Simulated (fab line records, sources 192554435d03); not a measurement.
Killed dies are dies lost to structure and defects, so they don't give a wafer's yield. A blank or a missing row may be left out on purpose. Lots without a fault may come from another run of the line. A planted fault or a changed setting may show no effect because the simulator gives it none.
fab line records | flow n5_finfet
record lots=7 wafers=21
route steps=1938 shown BEOL_M2@884 BEOL_M3@960 BEOL_M5@1120 BEOL_M6@1198 BEOL_M7@1267 BEOL_M9@1405
start_h: hours from the record's first day to the start of the lot's first wafer shown | wait_h: hours since the lot's step before | " the same as in the row above | L1.1+2: a row that stands for several wafers | - no value, or no start given | * or withheld: withheld | < > ~ a bound
route shown NAME@n: a module of which the file shows steps, and the number in the route of the first | usual: mean/standard deviation of fault-free wafers | same: alike in all rows | chamber/n: place in a boat | sites: the reading at each site | _std_site: their standard deviation | _edge_site: outer sites' mean less inner sites' | radius_mm: how far each site lies from the wafer's centre | mask NAME#n: copy n | behind: the tool/chamber that last shaped the wafer | hold: why the lot was held/for how many hours/how that ended | device: the transistor (n, p or np) that didn't switch | end of line: the same wafers' tests at the end of the route | a step without rows: its recipe alone | killed: dies lost to structure and defects at the first sort, not the wafer's yield | map: a wafer's dies, x killed, . not, _ none there
set.NAME: the setting as run; set.NAME@STEP: as run at that earlier step | model.NAME: the simulator's own value behind a step, which no gauge read
lots whose settings were changed on purpose; a table a step, a row a wafer
## steps
# step N5_BEOL_M2_ETCH_70
# recipe chemistry=N2/H2 target=SOC target_depth_a=800 overetch_a=240 mask_material=SiARC temp_c=40 time_s=130 ion_energy_ev=200 pressure_mtorr=30 source_w=840 bias_w=150 n2_flow_sccm=200 h2_flow_sccm=200
# columns lot.wafer tool chamber start_h wait_h set.time_s model.SiARC_of_BEOL_M2_COAT_68.thk_nm
L074.2 rie_diel-02 2 146.92 0.0 130 5.8
L074.4+6 " 3,1 " " 130 6
L075.1+4 rie_diel-05 3,0 147.07 0.0 130 5.8
L075.3 " 2 " " 156.4 4.4
L076.1 rie_diel-02 3 151.98 0.0 130 6
L076.2 " 2 " " 145.5 5
L076.3 " 1 " " 145.5 5.2
L078.1 rie_diel-02 2 168.70 0.0 151.7 4.8
L078.5 " 3 " " 151.7 5
L078.6 " 2 " " 130 5.8
L083.3+5+6 rie_diel-05 0,1,0 210.69 0.0 130 5.8
L088.2 rie_diel-02 3 233.45 0.0 130 6
L088.3+4 " 2,0 " " 130 5.8
L090.1 rie_diel-05 0 233.93 0.0 107.4 6.8
L090.3+4 " 2 " " 130 5.8
# step N5_BEOL_M3_COAT_22
# recipe resist=CAR-EUV spin_rpm=1500 resist_thk_nm=30
# columns lot.wafer tool chamber start_h wait_h set.spin_rpm model.CAR-EUV_of_BEOL_M3_COAT_22.thk_nm
L074.2 litho_track-05 0 - - 1423 30.6
L074.4+6 " 0 " " 1500 30
L075.1+3 litho_track-05 0 - - 1500 30
L075.4 " 0 " " 1500 29.8
L076.1+3 litho_track-02 0 - - 1500 30
L076.2 " 0 " " 1656 28.6
L078.1 litho_track-02 0 - - 1633 28.6
L078.5+6 " 0 " " 1500 30
L083.3 litho_track-05 0 - - 1500 30
L083.5+6 " 0 " " 1500 30.2
L088.2+4 litho_track-05 0 - - 1500 30.2
L088.3 " 0 " " 1431 30.8
L090.1 litho_track-05 0 - - 1500 30
L090.3 " 0 " " 1500 29.8
L090.4 " 0 " " 1384 31.2
# step N5_BEOL_M5_COAT_05
# recipe resist=CAR-EUV spin_rpm=1500 resist_thk_nm=30
# columns lot.wafer tool chamber start_h wait_h set.spin_rpm model.CAR-EUV_of_BEOL_M5_COAT_05.thk_nm
L074.2 litho_track-03 0 - - 1500 30
L074.4+6 " 0 " " 1400 31
L075.1+3 litho_track-04 0 - - 1500 30
L075.4 " 0 " " 1415 30.8
L076.1+3 litho_track-03 0 - - 1500 30
L076.2 " 0 " " 1438 30.6
L078.1 litho_track-04 0 - - 1406 31
L078.5 " 0 " " 1500 30.2
L078.6 " 0 " " 1406 31.2
L083.3+5 litho_track-04 0 - - 1500 30
L083.6 " 0 " " 1500 29.8
L088.2 litho_track-03 0 - - 1500 30
L088.3 " 0 " " 1352 31.8
L088.4 " 0 " " 1500 30.2
L090.1+3+4 litho_track-03 0 - - 1500 30
# step N5_BEOL_M5_EBR_07
# recipe solvent=PGMEA ebr_width_mm=1.5
# step N5_BEOL_M5_SOFTBAKE_06
# recipe temp_c=110 time_s=60 resist=CAR-EUV
# step N5_BEOL_M5_DESCUM_16
# recipe chemistry=O2 time_s=7 source_power_w=50 bias_power_w=20 pressure_mtorr=20 rf_frequency_hz=2.712e+07 temp_c=40 resist=CAR-EUV o2_flow_sccm=225
# columns lot.wafer tool chamber start_h wait_h set.spin_rpm@BEOL_M5_COAT_05 model.CAR-EUV_of_BEOL_M5_COAT_05.thk_nm
L074.2 rie_diel-06 1 184.37 0.3 1500 26
L074.4+6 " 0,3 " " 1400 27
L075.1+3 rie_diel-06 0,2 189.16 0.0 1500 26
L075.4 " 3 " " 1415 26.8
L076.1 rie_diel-06 2 190.54 0.0 1500 26
L076.2 " 1 " " 1438 26.6
L076.3 " 0 " " 1500 26.2
L078.1+6 rie_diel-03 1 216.05 0.0 1406 27.2
L078.5 " 2 " " 1500 26.2
L083.3 rie_diel-03 1 270.99 0.0 1500 26.2
L083.5+6 " 0,1 " " 1500 26
L088.2+4 rie_diel-06 0,1 274.99 0.0 1500 26.2
L088.3 " 3 " " 1352 27.8
L090.1+3+4 rie_diel-03 1,0,1 281.41 0.0 1500 26
# step N5_BEOL_M6_HM_DEP_02
# recipe material=TiN target_thk_a=200 temp_c=25 chamber_pressure_pa=0.49996
# columns lot.wafer tool chamber start_h wait_h set.target_thk_a model.TiN_of_BEOL_M6_HM_DEP_02.thk_nm
L074.2+6 pvd_sputter-03 - 195.18 0.3 200 19.8
L074.4 " - " " 200 19.6
L075.1+4 pvd_sputter-01 - 204.25 0.7 213.6 21.4
L075.3 " - " " 200 20
L076.1+2+3 pvd_sputter-01 - 205.43 0.5 200 19.8
L078.1+5 pvd_sputter-03 - 233.52 3.2 200 19.8
L078.6 " - " " 200 20
L083.3+5+6 pvd_sputter-02 - 287.02 3.5 200 20
L088.2+4 pvd_sputter-02 - 287.37 0.0 200 20.2
L088.3 " - " " 190.8 19.4
L090.1+4 pvd_sputter-02 - 296.34 1.6 200 20.2
L090.3 " - " " 200 20
# step N5_BEOL_M6_COAT_59
# recipe resist=SOC temp_c=250 time_s=60 spin_rpm=1500 resist_thk_nm=100
# columns lot.wafer tool chamber start_h wait_h set.spin_rpm model.SOC_of_BEOL_M6_COAT_59.thk_nm
L074.2 litho_track-05 0 195.31 0.1 1598 97.2
L074.4+6 " 0 " " 1500 100.2
L075.1 litho_track-04 0 204.38 0.1 1404 104
L075.3+4 " 0 " " 1500 100.2
L076.1+3 litho_track-01 0 205.56 0.1 1500 100.2
L076.2 " 0 " " 1340 105.8
L078.1 litho_track-01 0 233.64 0.1 1607 97.2
L078.5 " 0 " " 1500 100.8
L078.6 " 0 " " 1500 100.6
L083.3+5 litho_track-05 0 287.14 0.1 1500 100.2
L083.6 " 0 " " 1500 100.4
L088.2+3 litho_track-01 0 287.49 0.1 1366 105.2
L088.4 " 0 " " 1500 100.2
L090.1+3+4 litho_track-01 0 296.47 0.1 1500 99.8
# step N5_BEOL_M6_COAT_60
# recipe resist=SiARC temp_c=220 time_s=60 spin_rpm=1500 resist_thk_nm=35
# step N5_BEOL_M6_COAT_05
# recipe resist=CAR-ArF spin_rpm=1500 resist_thk_nm=90
# step N5_BEOL_M6_DESCUM_16
# recipe chemistry=O2 time_s=7.9 source_power_w=50 bias_power_w=20 pressure_mtorr=20 rf_frequency_hz=2.712e+07 temp_c=40 resist=CAR-ArF o2_flow_sccm=225
# step N5_BEOL_M6_ETCH_61
# recipe chemistry=CF4 target=SiARC target_depth_a=455 mask_material=CAR-ArF time_s=75.8 ion_energy_ev=80 pressure_mtorr=40 source_w=545 bias_w=36 Ar_flow_sccm=100 cf4_flow_sccm=100 ends=cleared
# step N5_BEOL_M6_ETCH_62
# recipe chemistry=N2/H2 target=SOC target_depth_a=1100 overetch_a=220 mask_material=SiARC temp_c=40 time_s=165 ion_energy_ev=200 pressure_mtorr=30 source_w=840 bias_w=150 n2_flow_sccm=200 h2_flow_sccm=200
# columns lot.wafer tool chamber start_h wait_h set.spin_rpm@BEOL_M6_COAT_59 model.etch.depth_nm
L074.2 rie_diel-04 1 196.35 0.0 1598 97.23
L074.4+6 " 2,0 " " 1500 100.3
L075.1 rie_diel-05 2 205.16 0.0 1404 103.9
L075.3 " 1 " " 1500 100.3
L075.4 " 0 " " 1500 100.2
L076.1+3 rie_diel-04 0,3 206.16 0.0 1500 100.2
L076.2 " 1 " " 1340 105.9
L078.1 rie_diel-02 3 234.40 0.0 1607 97.14
L078.5 " 1 " " 1500 100.8
L078.6 " 0 " " 1500 100.6
L083.3 rie_diel-05 1 287.91 0.0 1500 100.2
L083.5 " 2 " " 1500 100.1
L083.6 " 1 " " 1500 100.5
L088.2+3 rie_diel-04 0,3 288.05 0.0 1366 105.2
L088.4 " 3 " " 1500 100.1
L090.1 rie_diel-02 3 297.08 0.0 1500 99.73
L090.3 " 2 " " 1500 99.86
L090.4 " 0 " " 1500 99.83
# step N5_BEOL_M6_STRIP_68
# recipe chemistry=N2/H2 temp_c=40 n2_flow_sccm=200 h2_flow_sccm=200 rf_frequency_hz=6e+07
# step N5_BEOL_M6_STRIP_67
# recipe chemistry=CF4 resist=SiARC power_w=300 bias_power_w=75 pressure_mtorr=50 cf4_flow_sccm=150 rf_frequency_hz=6e+07
# step N5_BEOL_M6_HM_OPEN_17
# recipe chemistry=Cl2/BCl3 target_depth_a=200 overetch_a=60 target=TiN mask_material=SOC ion_energy_ev=150 pressure_mtorr=10 icp_w=1000 bias_w=126 Cl2_flow_sccm=53.25 bcl3_flow_sccm=21.75 Ar_flow_sccm=25
# columns lot.wafer tool chamber start_h wait_h set.target_thk_a@BEOL_M6_HM_DEP_02 set.spin_rpm@BEOL_M6_COAT_59 model.SOC_of_BEOL_M6_COAT_59.thk_nm model.etch.depth_nm
L074.2 rie_metal-02 0 196.54 0.0 200 1598 89.2 19.86
L074.4 " 0 " " 200 1500 92.2 19.66
L074.6 " 0 " " 200 1500 92.2 19.86
L075.1 rie_metal-01 1 205.35 0.0 213.6 1404 96.2 21.47
L075.3 " 0 " " 200 1500 92.2 20.08
L075.4 " 1 " " 213.6 1500 92.4 21.46
L076.1 rie_metal-01 0 206.35 0.0 200 1500 92.2 19.76
L076.2 " 1 " " 200 1340 98.2 19.73
L076.3 " 0 " " 200 1500 92.4 19.78
L078.1 rie_metal-03 1 234.58 0.0 200 1607 89.2 19.78
L078.5 " 1 " " 200 1500 92.8 19.83
L078.6 " 0 " " 200 1500 92.4 20.06
L083.3+6 rie_metal-03 1,0 288.13 0.1 200 1500 92.4 20.02
L083.5 " 1 " " 200 1500 92.4 19.96
L088.2 rie_metal-02 0 288.23 0.0 200 1366 97.2 20.25
L088.3 " 0 " " 190.8 1366 97.2 19.36
L088.4 " 1 " " 200 1500 92.2 20.16
L090.1 rie_metal-02 0 297.26 0.0 200 1500 91.6 20.13
L090.3 " 0 " " 200 1500 91.8 20.02
L090.4 " 1 " " 200 1500 91.8 20.13
# step N5_BEOL_M7_HM_DEP_02
# recipe material=TiN target_thk_a=200 temp_c=25 chamber_pressure_pa=0.49996
# columns lot.wafer tool chamber start_h wait_h set.target_thk_a model.TiN_of_BEOL_M7_HM_DEP_02.thk_nm
L074.2+4+6 pvd_sputter-01 - 205.33 0.5 200 20
L075.1+3+4 pvd_sputter-03 - 214.51 2.2 200 20
L076.1+3 pvd_sputter-03 - 214.79 2.0 200 20
L076.2 " - " " 185.9 18.8
L078.1 pvd_sputter-01 - 245.11 2.0 200 20
L078.5 " - " " 226 22.8
L078.6 " - " " 226 22.6
L083.3 pvd_sputter-03 - 296.94 0.2 200 20.2
L083.5+6 " - " " 200 20
L088.2 pvd_sputter-01 - 299.99 2.4 200 20.2
L088.3 " - " " 183.9 18.4
L088.4 " - " " 183.9 18.6
L090.1+3 pvd_sputter-02 - 304.61 0.7 192.9 19
L090.4 " - " " 200 19.6
# step N5_BEOL_M7_COAT_05
# recipe resist=CAR-ArF spin_rpm=1500 resist_thk_nm=90
# columns lot.wafer tool chamber start_h wait_h set.spin_rpm model.CAR-ArF_of_BEOL_M7_COAT_05.thk_nm
L074.2 litho_track-03 0 - - 1424 92.4
L074.4+6 " 0 " " 1500 89.8
L075.1 litho_track-03 0 - - 1500 90
L075.3+4 " 0 " " 1500 89.8
L076.1 litho_track-03 0 - - 1500 89.6
L076.2 " 0 " " 1351 94.2
L076.3 " 0 " " 1351 94.6
L078.1 litho_track-01 0 - - 1337 95.2
L078.5 " 0 " " 1337 95.6
L078.6 " 0 " " 1500 89.8
L083.3 litho_track-02 0 - - 1500 90
L083.5 " 0 " " 1500 90.2
L083.6 " 0 " " 1500 90.6
L088.2 litho_track-03 0 - - 1653 86.2
L088.3 " 0 " " 1653 86
L088.4 " 0 " " 1500 90.6
L090.1 litho_track-01 0 - - 1500 90.2
L090.3+4 " 0 " " 1410 93
# step N5_BEOL_M7_EBR_07
# recipe solvent=PGMEA ebr_width_mm=1.5
# step N5_BEOL_M7_SOFTBAKE_06
# recipe temp_c=110 time_s=60 resist=CAR-ArF
# step N5_BEOL_M7_EXPOSE_08
# recipe mask_id=M7 na=1.35 source_shape=dipole sigma_inner=0.817 sigma_outer=0.97 polarization=te dose_mj=68.25
# step N5_BEOL_M7_PEB_09
# recipe peb_temp_c=withheld peb_time_s=60 resist=CAR-ArF
# step N5_BEOL_M7_DEVELOP_10
# recipe develop_time_s=30 developer=TMAH resist=CAR-ArF rinse_liquid=diw dry=air_spin dev_temp_c=23
# columns lot.wafer tool chamber start_h wait_h set.spin_rpm@BEOL_M7_COAT_05 model.CAR-ArF_of_BEOL_M7_COAT_05.thk_nm
L074.2 litho_track-01 0 - - 1424 90.6
L074.4+6 " 0 " " 1500 88
L075.1+3 litho_track-03 0 - - 1500 88.2
L075.4 " 0 " " 1500 88
L076.1 litho_track-03 0 - - 1500 88
L076.2 " 0 " " 1351 92.4
L076.3 " 0 " " 1351 92.8
L078.1 litho_track-03 0 - - 1337 93.4
L078.5 " 0 " " 1337 93.8
L078.6 " 0 " " 1500 88.2
L083.3 litho_track-03 0 - - 1500 88.2
L083.5 " 0 " " 1500 88.4
L083.6 " 0 " " 1500 88.8
L088.2+3 litho_track-01 0 - - 1653 84.4
L088.4 " 0 " " 1500 88.8
L090.1 litho_track-01 0 - - 1500 88.4
L090.3+4 " 0 " " 1410 91.2
# step N5_BEOL_M7_STRIP_68
# recipe chemistry=N2/H2 temp_c=40 n2_flow_sccm=200 h2_flow_sccm=200 rf_frequency_hz=6e+07
# step N5_BEOL_M7_STRIP_67
# recipe chemistry=CF4 resist=SiARC power_w=300 bias_power_w=75 pressure_mtorr=50 cf4_flow_sccm=150 rf_frequency_hz=6e+07
# step N5_BEOL_M7_HM_OPEN_17
# recipe chemistry=Cl2/BCl3 target_depth_a=200 overetch_a=60 target=TiN mask_material=SOC ion_energy_ev=150 pressure_mtorr=10 icp_w=1000 bias_w=126 Cl2_flow_sccm=53.25 bcl3_flow_sccm=21.75 Ar_flow_sccm=25
# columns lot.wafer tool chamber start_h wait_h set.target_thk_a@BEOL_M7_HM_DEP_02 model.etch.depth_nm
L074.2 rie_metal-02 0 206.20 0.0 200 19.94
L074.4 " 0 " " 200 19.99
L074.6 " 0 " " 200 19.93
L075.1 rie_metal-02 1 215.25 0.0 200 20.03
L075.3 " 1 " " 200 19.99
L075.4 " 1 " " 200 19.9
L076.1 rie_metal-03 1 215.66 0.0 200 20.07
L076.2 " 0 " " 185.9 18.76
L076.3 " 0 " " 200 19.98
L078.1 rie_metal-01 0 246.11 0.0 200 19.96
L078.5 " 1 " " 226 22.71
L078.6 " 0 " " 226 22.62
L083.3 rie_metal-02 1 297.88 0.1 200 20.18
L083.5 " 1 " " 200 20.08
L083.6 " 0 " " 200 20.01
L088.2 rie_metal-03 0 301.11 0.0 200 20.18
L088.3 " 0 " " 183.9 18.5
L088.4 " 1 " " 183.9 18.52
L090.1+3 rie_metal-02 0,1 305.52 0.0 192.9 19.02
L090.4 " 0 " " 200 19.63
# step N5_BEOL_M7_TRENCH_ETCH_37
# recipe chemistry=C4F6/O2 target_depth_a=934.78 target=SiCOH_lowk time_s=31.2 ion_energy_ev=250 pressure_mtorr=30 source_w=345 bias_w=185 Ar_flow_sccm=300 C4F6_flow_sccm=10 O2_flow_sccm=10
# usual rf_vpp_V=666/7.5
# columns lot.wafer tool chamber start_h wait_h set.bias_w set.target_thk_a@BEOL_M7_HM_DEP_02 rf_vpp_V model.TiN_of_BEOL_M7_HM_DEP_02.thk_nm
L074.2 rie_diel-06 3 - - 203.4 200 720 17.2
L074.4 " 0 " " 203.4 200 727 17
L074.6 " 2 " " 185 200 673 17.2
L076.1 rie_diel-01 1 - - 155.2 200 578 17.6
L076.2 " 3 " " 155.2 185.9 575 16.4
L076.3 " 2 " " 185 200 671 17.2
L075.1 rie_diel-03 1 - - 171.4 200 621 17.4
L075.3 " 0 " " 185 200 650 17.4
L075.4 " 2 " " 171.4 200 632 17.4
L078.1 rie_diel-03 2 - - 168.8 200 625 17.4
L078.5 " 0 " " 185 226 650 20.2
L078.6 " 1 " " 168.8 226 612 20.2
L083.3 rie_diel-03 1 - - 185 200 660 17.6
L083.5 " 2 " " 185 200 672 17.4
L083.6 " 1 " " 185 200 659 17.4
L088.2 rie_diel-01 3 - - 185 200 663 17.4
L088.3 " 2 " " 159.3 183.9 598 16
L088.4 " 1 " " 159.3 183.9 591 16.2
L090.1 rie_diel-03 3 - - 185 192.9 667 16.2
L090.3 " 2 " " 185 192.9 671 16.4
L090.4 " 0 " " 185 200 649 17
# step N5_BEOL_M7_ETCH_41
# recipe chemistry=CH3F/O2 target=SiCN target_depth_a=319 taper_deg=2 time_s=57.8 ion_energy_ev=120 mask_material=TiN pressure_mtorr=30 source_w=395 bias_w=75 Ar_flow_sccm=150 CH3F_flow_sccm=30 O2_flow_sccm=20
# usual rf_vpp_V=296.9/1.8
# columns lot.wafer tool chamber start_h wait_h set.bias_w rf_vpp_V model.etch.depth_nm
L074.2 rie_diel-06 3 - - 75 296.0 21.53
L074.4 " 0 " " 75 299.3 22.24
L074.6 " 2 " " 75 299.5 21.72
L076.1 rie_diel-01 1 - - 75 300.6 22
L076.2 " 3 " " 75 295.2 22.36
L076.3 " 2 " " 75 296.6 21.9
L075.1 rie_diel-03 1 - - 75 293.7 22.15
L075.3 " 0 " " 75 297.1 21.64
L075.4 " 2 " " 75 295.8 21.75
L078.1 rie_diel-03 2 - - 75 295.5 21.59
L078.5 " 0 " " 68.56 280.8 20.77
L078.6 " 1 " " 68.56 278.3 21.15
L083.3 rie_diel-03 1 - - 75 295.9 21.84
L083.5 " 2 " " 75 298.3 21.53
L083.6 " 1 " " 75 292.9 21.98
L088.2 rie_diel-01 3 - - 75 295.9 21.82
L088.3 " 2 " " 79.46 307.1 22.07
L088.4 " 1 " " 75 298.1 21.44
L090.1 rie_diel-03 3 - - 87.89 329.9 23.44
L090.3 " 2 " " 75 297.4 21.58
L090.4 " 0 " " 75 297.4 21.5
# step N5_BEOL_M9_HM_DEP_02
# recipe material=TiN target_thk_a=200 temp_c=25 chamber_pressure_pa=0.49996
# columns lot.wafer tool chamber start_h wait_h set.target_thk_a model.TiN_of_BEOL_M9_HM_DEP_02.thk_nm
L074.2+6 pvd_sputter-02 - 220.59 0.7 223.4 22.2
L074.4 " - " " 200 19.6
L075.1 pvd_sputter-03 - 233.62 2.6 175.4 17.6
L075.3 " - " " 175.4 17.4
L075.4 " - " " 200 19.8
L076.1 pvd_sputter-01 - 233.76 2.1 210.7 21
L076.2 " - " " 210.7 21.2
L076.3 " - " " 200 20
L078.1+6 pvd_sputter-01 - 262.22 1.2 180 18.4
L078.5 " - " " 200 20.2
L083.3+5 pvd_sputter-03 - 314.06 2.4 200 19.8
L083.6 " - " " 200 20
L088.2+4 pvd_sputter-03 - 317.42 2.4 180.6 17.8
L088.3 " - " " 200 19.8
L090.1 pvd_sputter-03 - 325.87 0.7 200 19.8
L090.3 " - " " 193.2 18.8
L090.4 " - " " 200 19.6
## key
split step=N5_BEOL_M2_ETCH_70 setting=time_s stated=130 by=wafer
response step=N5_BEOL_M2_ETCH_70 reading=model.SiARC_of_BEOL_M2_COAT_68.thk_nm change=-0.063 per=1% r=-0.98
split step=N5_BEOL_M3_COAT_22 setting=spin_rpm stated=1500 by=wafer
response step=N5_BEOL_M3_COAT_22 reading=model.CAR-EUV_of_BEOL_M3_COAT_22.thk_nm change=-0.146 per=1% r=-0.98
split step=N5_BEOL_M5_COAT_05 setting=spin_rpm stated=1500 by=wafer
response step=N5_BEOL_M5_COAT_05 reading=model.CAR-EUV_of_BEOL_M5_COAT_05.thk_nm change=-0.157 per=1% r=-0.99
response step=N5_BEOL_M5_DESCUM_16 reading=model.CAR-EUV_of_BEOL_M5_COAT_05.thk_nm change=-0.153 per=1% r=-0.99
split step=N5_BEOL_M6_HM_DEP_02 setting=target_thk_a stated=200 by=wafer
response step=N5_BEOL_M6_HM_DEP_02 reading=model.TiN_of_BEOL_M6_HM_DEP_02.thk_nm change=+0.196 per=1% r=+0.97
response step=N5_BEOL_M6_HM_OPEN_17 reading=model.etch.depth_nm change=+0.198 per=1% r=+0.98
split step=N5_BEOL_M6_COAT_59 setting=spin_rpm stated=1500 by=wafer
response step=N5_BEOL_M6_COAT_59 reading=model.SOC_of_BEOL_M6_COAT_59.thk_nm change=-0.528 per=1% r=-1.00
response step=N5_BEOL_M6_ETCH_62 reading=model.etch.depth_nm change=-0.534 per=1% r=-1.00
response step=N5_BEOL_M6_HM_OPEN_17 reading=model.SOC_of_BEOL_M6_COAT_59.thk_nm change=-0.538 per=1% r=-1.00
split step=N5_BEOL_M7_HM_DEP_02 setting=target_thk_a stated=200 by=wafer
response step=N5_BEOL_M7_HM_DEP_02 reading=model.TiN_of_BEOL_M7_HM_DEP_02.thk_nm change=+0.201 per=1% r=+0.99
response step=N5_BEOL_M7_HM_OPEN_17 reading=model.etch.depth_nm change=+0.201 per=1% r=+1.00
response step=N5_BEOL_M7_TRENCH_ETCH_37 reading=model.TiN_of_BEOL_M7_HM_DEP_02.thk_nm change=+0.19 per=1% r=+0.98
split step=N5_BEOL_M7_COAT_05 setting=spin_rpm stated=1500 by=wafer
response step=N5_BEOL_M7_COAT_05 reading=model.CAR-ArF_of_BEOL_M7_COAT_05.thk_nm change=-0.482 per=1% r=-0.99
response step=N5_BEOL_M7_DEVELOP_10 reading=model.CAR-ArF_of_BEOL_M7_COAT_05.thk_nm change=-0.469 per=1% r=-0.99
split step=N5_BEOL_M7_TRENCH_ETCH_37 setting=bias_w stated=185 by=wafer
response step=N5_BEOL_M7_TRENCH_ETCH_37 reading=rf_vpp_V change=+5.03 per=1% r=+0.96
split step=N5_BEOL_M7_ETCH_41 setting=bias_w stated=75 by=wafer
response step=N5_BEOL_M7_ETCH_41 reading=rf_vpp_V change=+1.87 per=1% r=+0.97
response step=N5_BEOL_M7_ETCH_41 reading=model.etch.depth_nm change=+0.1 per=1% r=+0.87
split step=N5_BEOL_M9_HM_DEP_02 setting=target_thk_a stated=200 by=wafer
response step=N5_BEOL_M9_HM_DEP_02 reading=model.TiN_of_BEOL_M9_HM_DEP_02.thk_nm change=+0.201 per=1% r=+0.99
